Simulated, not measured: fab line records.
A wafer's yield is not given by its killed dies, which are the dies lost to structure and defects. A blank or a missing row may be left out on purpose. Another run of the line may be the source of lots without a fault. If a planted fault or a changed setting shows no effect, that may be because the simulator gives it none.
Matching of chambers ; flow n5Finfet ; N5_BEOL_M13_DEP_53 on pecvd-04 has 3 sister chambers
The step deposits SiCN from 3MS/NH3, target thk 50 nm, time 17.8 s. 6 wafers are shown with their chamber, then 9 later ones without.

== EACH WAFER AND ITS CHAMBER ==
wafer;chamber;throttleValvePct (%);showerheadPlenumPTorr (Torr)
L078.2;1;20.0;4.184
L078.6;2;18.1;4.155
L082.5;2;18.2;4.154
L088.2;0;18.9;4.183
L088.3;1;20.0;4.187
L088.6;0;19.1;4.201

== WAFERS WITH NO CHAMBER GIVEN ==
wafer;throttleValvePct (%);showerheadPlenumPTorr (Torr)
L086.4;19.1;4.199
L086.5;18.0;4.166
L086.6;20.0;4.182
L095.1;18.2;4.161
L095.3;19.0;4.199
L095.4;18.8;4.181
L096.4;18.7;4.198
L096.5;20.1;4.174
L096.6;18.2;4.161

== THE CHAMBER EACH PASSED THROUGH ==
wafer;from the rows above;in truth
L086.4;0;0
L086.5;2;2
L086.6;1;1
L095.1;2;2
L095.3;0;0
L095.4;0;0
L096.4;0;0
L096.5;1;1
L096.6;2;2
9 of 9 placed correctly. Number that these rows cannot place: 0. Placed wrongly: 0.
How it was worked out, from the rows above alone: a wafer's distance from a chamber is the root of the sum, over the readings, of the square of ((its reading less the chamber's mean) divided by the reading's scatter). The wafer belongs to the nearest chamber; if the next one is less than 2 further off, it can't be placed. The mean given for a chamber averages the wafers shown for that chamber. How the scatter is found: for the shown wafers, subtract from each reading the mean of its chamber, square and add these, divide the total by (wafers less chambers), then take the root.
